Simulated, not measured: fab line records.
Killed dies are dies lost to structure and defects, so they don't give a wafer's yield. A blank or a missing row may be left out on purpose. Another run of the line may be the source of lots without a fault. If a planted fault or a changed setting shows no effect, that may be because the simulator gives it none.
Chamber matching || flow n5-finfet || N5_BEOL_M9_STRIP_36 on rie-diel-06 has 4 sister chambers
The step strips in N2/H2. 8 wafers are shown with their chamber, then 8 later ones without.

== EACH WAFER AND ITS CHAMBER ==
{"wafer": "L079.2", "chamber": 0, "showerhead-plenum-p-Torr (Torr)": 2.51, "throttle-valve-pct (%)": 23.39}
{"wafer": "L079.3", "chamber": 1, "showerhead-plenum-p-Torr (Torr)": 2.62, "throttle-valve-pct (%)": 23.88}
{"wafer": "L081.2", "chamber": 1, "showerhead-plenum-p-Torr (Torr)": 2.62, "throttle-valve-pct (%)": 23.87}
{"wafer": "L081.6", "chamber": 3, "showerhead-plenum-p-Torr (Torr)": 2.50, "throttle-valve-pct (%)": 23.90}
{"wafer": "L088.1", "chamber": 0, "showerhead-plenum-p-Torr (Torr)": 2.50, "throttle-valve-pct (%)": 23.11}
{"wafer": "L088.3", "chamber": 2, "showerhead-plenum-p-Torr (Torr)": 2.51, "throttle-valve-pct (%)": 24.13}
{"wafer": "L088.5", "chamber": 2, "showerhead-plenum-p-Torr (Torr)": 2.51, "throttle-valve-pct (%)": 24.13}
{"wafer": "L091.2", "chamber": 3, "showerhead-plenum-p-Torr (Torr)": 2.49, "throttle-valve-pct (%)": 23.92}

== WAFERS WITH NO CHAMBER GIVEN ==
{"wafer": "L091.3", "showerhead-plenum-p-Torr (Torr)": 2.51, "throttle-valve-pct (%)": 24.12}
{"wafer": "L091.4", "showerhead-plenum-p-Torr (Torr)": 2.51, "throttle-valve-pct (%)": 24.12}
{"wafer": "L093.3", "showerhead-plenum-p-Torr (Torr)": 2.49, "throttle-valve-pct (%)": 23.90}
{"wafer": "L093.5", "showerhead-plenum-p-Torr (Torr)": 2.61, "throttle-valve-pct (%)": 23.90}
{"wafer": "L093.6", "showerhead-plenum-p-Torr (Torr)": 2.50, "throttle-valve-pct (%)": 23.15}
{"wafer": "L094.1", "showerhead-plenum-p-Torr (Torr)": 2.51, "throttle-valve-pct (%)": 24.11}
{"wafer": "L094.4", "showerhead-plenum-p-Torr (Torr)": 2.50, "throttle-valve-pct (%)": 23.15}
{"wafer": "L094.5", "showerhead-plenum-p-Torr (Torr)": 2.50, "throttle-valve-pct (%)": 23.13}

== EACH ONE'S CHAMBER ==
{"wafer": "L091.3", "from the rows above": 2, "in truth": 2}
{"wafer": "L091.4", "from the rows above": 2, "in truth": 2}
{"wafer": "L093.3", "from the rows above": 3, "in truth": 3}
{"wafer": "L093.5", "from the rows above": 1, "in truth": 1}
{"wafer": "L093.6", "from the rows above": 0, "in truth": 0}
{"wafer": "L094.1", "from the rows above": 2, "in truth": 2}
{"wafer": "L094.4", "from the rows above": 0, "in truth": 0}
{"wafer": "L094.5", "from the rows above": 0, "in truth": 0}
8 of 8 placed correctly. Left unplaced by these rows: 0. Number placed wrongly: 0.
How it was worked out, from the rows above alone: a wafer's distance from a chamber is the root of the sum, over the readings, of the square of ((its reading less the chamber's mean) divided by the reading's scatter). The wafer belongs to the nearest chamber; if the next one is less than 2 further off, it can't be placed. For every chamber, the mean is computed from those of its wafers that are shown. The scatter: take each reading less its chamber's mean, square it, sum over the shown wafers, divide by the number of wafers less the number of chambers, and take the root.
